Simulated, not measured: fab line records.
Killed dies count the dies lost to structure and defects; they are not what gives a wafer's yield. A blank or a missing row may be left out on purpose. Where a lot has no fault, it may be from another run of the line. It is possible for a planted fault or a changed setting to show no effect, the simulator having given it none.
Which tool is to blame?    flow n5Finfet    12 lots, 36 wafers sampled, at 2 steps of a route of 1938

WHAT THE GAUGES SHOWED, per wafer
N5_BEOL_M9_CD_MEAS_35: target cd 70 nm, target cd y 40 nm.
lot   measured      on        cdNm (nm)
L074  day 10 20:45  cdSem-03  71.0 70.8 70.7
L078  day 11 20:30  cdSem-01  70.3 70.6 70.5
L079  day 12 18:25  cdSem-03  69.5 70.1 70.5
L081  day 12 23:29  cdSem-01  70.8 69.2 71.2
L083  day 14 06:09  cdSem-01  70.1 71.1 70.3
L084  day 15 02:34  cdSem-02  69.9 69.9 69.7
L086  day 15 11:19  cdSem-01  69.9 70.4 70.8
L089  day 15 14:11  cdSem-02  70.1 69.7 70.2
L090  day 15 21:52  cdSem-01  70.8 71.8 70.2
L094  day 16 10:56  cdSem-03  70.6 71.0 71.5
L095  day 16 18:29  cdSem-02  70.3 70.3 70.0
L097  day 18 01:11  cdSem-02  70.1 70.4 69.9

EACH LOT AND THE TOOL THAT RAN IT (in order: tool; ch and the chambers of the sampled wafers; start)
lot   N5_BEOL_M9_TRENCH_ETCH_37
L074  rieDiel-05 ch 0,3, day 10 20:45 or earlier
L078  rieDiel-03 ch 0,1,2, day 11 20:30 or earlier
L079  rieDiel-05 ch 0,1,2, day 12 18:25 or earlier
L081  rieDiel-05 ch 0,1, day 12 23:29 or earlier
L083  rieDiel-03 ch 0,1,2, day 14 06:09 or earlier
L084  rieDiel-02 ch 1,2, day 15 02:34 or earlier
L086  rieDiel-03 ch 1,3, day 15 11:19 or earlier
L089  rieDiel-02 ch 2,3, day 15 14:11 or earlier
L090  rieDiel-03 ch 2,3, day 15 21:52 or earlier
L094  rieDiel-03 ch 1,2, day 16 10:56 or earlier
L095  rieDiel-03 ch 0,2, day 16 18:29 or earlier
L097  rieDiel-03 ch 0,1,3, day 18 01:11 or earlier
- N5_BEOL_M9_TRENCH_ETCH_37: etches SiCOH lowk in C4F6/O2, target depth 151.43 nm, time 49 s.

THE ANSWER, worked out from the rows above alone
Rule: usual is defined by the lots themselves. The widest of any qualifying gaps counts: lots, ordered by their means at a reading, are off when they make up no more than a third of the lots, leave a main group of 4 or more, and stand apart from it by 3 or more times the standard deviation of that group's means. If all means in a main group match to the digits the tables above print for the reading, that group is not used. A lot without any number at a reading at which 4 lots or more have one is off too. The other lots that the step has rows for count as sound.
No lot is off on any of the readings shown, so nothing can be concluded from this.

WHAT HAD BEEN PUT IN BY THE SIMULATOR
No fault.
